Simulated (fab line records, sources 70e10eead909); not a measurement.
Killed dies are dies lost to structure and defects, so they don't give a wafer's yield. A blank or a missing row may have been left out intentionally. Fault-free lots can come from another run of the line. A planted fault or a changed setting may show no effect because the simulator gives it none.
Matching of chambers + flow nand_harc + ald_hk-02 running NHARC_A_STAIRCASE_ALD_420: 4 sister chambers
The step deposits SiO2, target thk 20 nm, pulse time 6 s, ald cycles 200. 4 wafers are shown with their chamber, then 9 later ones without.

## EACH WAFER AND ITS CHAMBER
| wafer  | chamber | heater_power_w (W) |
|--------|---------|--------------------|
| L078.1 | 3       | 421                |
| L089.1 | 1       | 506                |
| L089.4 | 2       | 473                |
| L089.5 | 0       | 518                |

## WAFERS WITHOUT THEIR CHAMBER
| wafer  | heater_power_w (W) |
|--------|--------------------|
| L090.2 | 477                |
| L090.3 | 516                |
| L090.6 | 415                |
| L094.1 | 512                |
| L094.2 | 427                |
| L094.5 | 489                |
| L096.2 | 515                |
| L096.3 | 471                |
| L096.4 | 475                |

## WHICH CHAMBER EACH ONE RAN IN
| wafer  | from the rows above          | in truth                   |
|--------|------------------------------|----------------------------|
| L090.2 | 2                            | 2                          |
| L090.3 | can't be placed: 0 or 1      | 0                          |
| L090.6 | 3                            | 3                          |
| L094.1 | can't be placed: 0 or 1      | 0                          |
| L094.2 | 3                            | 3                          |
| L094.5 | can't be placed: 2 or 1 or 0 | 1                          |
| L096.2 | can't be placed: 0 or 1      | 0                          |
| L096.3 | 2                            | 2                          |
| L096.4 | 2                            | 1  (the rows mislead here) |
Correctly placed: 4 of 9. From these rows, 4 cannot be placed; in 4 the true chamber is one of the candidates. 1 placed wrongly.
How it was worked out, from the rows above alone: a wafer's distance from a chamber is the root of the sum, over the readings, of the square of ((its reading less the chamber's mean) divided by the reading's scatter). If the next closest chamber is less than 2 further off than the closest, the wafer can't be placed; otherwise it belongs to the closest. Each chamber's mean is taken over the wafers shown for it. The scatter: root of mean squared gap, hidden wafer to nearest shown wafer, with one shown wafer a chamber.
